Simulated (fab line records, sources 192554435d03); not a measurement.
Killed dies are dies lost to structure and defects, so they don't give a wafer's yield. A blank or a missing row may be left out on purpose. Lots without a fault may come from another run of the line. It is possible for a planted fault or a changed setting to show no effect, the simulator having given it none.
Chamber matching    flow n5-finfet    N5_STI_FIN_REVEAL_ALD_00 on ald-sin-02: 4 sister chambers
The step deposits SiO2, target thk 1 nm, pulse time 1 s. 20 wafers are shown with their chamber, then 10 later ones without.

WAFERS WITH THEIR CHAMBER
wafer   chamber  heater-power-w (W)  precursor-pulse-height-rel
L074.2  2        486                 0.999
L074.3  0        472                 1.000
L074.4  1        483                 0.984
L080.1  3        537                 1.019
L080.4  0        460                 1.009
L080.5  1        486                 0.974
L081.2  0        475                 0.997
L081.4  3        537                 0.998
L081.6  2        493                 1.012
L087.2  3        512                 0.994
L087.3  0        457                 0.976
L087.6  1        471                 0.977
L088.1  2        478                 1.006
L088.2  0        464                 1.005
L088.4  1        468                 1.022
L090.1  2        468                 0.990
L090.4  0        445                 1.001
L090.6  3        506                 1.004
L092.2  1        476                 0.998
L092.4  0        464                 1.022

SIGNATURES (means of the wafers above)
reading                     chamber 0  chamber 1  chamber 2  chamber 3  scatter within a chamber
heater-power-w              462.43     476.80     481.25     523.00     11.1
precursor-pulse-height-rel  1.00143    0.99100    1.00175    1.00375    0.0144
Rule: a wafer lies at a distance from a chamber equal to the root of the sum of squares, over the readings, of (its reading less the chamber's mean, divided by the reading's scatter). If the next closest chamber is less than 2 further off than the closest, the wafer can't be placed; otherwise it belongs to the closest. The scatter is the square root of a quotient: the sum, over the shown wafers, of each reading's squared deviation from its chamber's mean, divided by wafers minus chambers.

WAFERS WHOSE CHAMBER IS MISSING
wafer   heater-power-w (W)  precursor-pulse-height-rel
L092.6  514                 1.002
L093.1  517                 0.965
L093.5  508                 1.011
L093.6  446                 1.028
L095.1  484                 0.990
L095.2  514                 1.032
L095.4  469                 1.009
L097.2  517                 1.028
L097.3  466                 0.983
L097.6  485                 1.007

EACH ONE'S CHAMBER
wafer   from the rows above           in truth
L092.6  3                             3
L093.1  can't be placed: 3 or 1 or 2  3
L093.5  can't be placed: 3 or 2 or 1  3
L093.6  can't be placed: 0 or 2 or 1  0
L095.1  can't be placed: 1 or 2 or 0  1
L095.2  can't be placed: 3 or 2       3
L095.4  can't be placed: 0 or 2 or 1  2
L097.2  can't be placed: 3 or 2       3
L097.3  can't be placed: 1 or 0 or 2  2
L097.6  can't be placed: 2 or 1 or 0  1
Correct placement for 1 of the 10. Can't be placed from these rows: 9 (the true chamber is among the candidates in 9). Wrongly placed: 0.
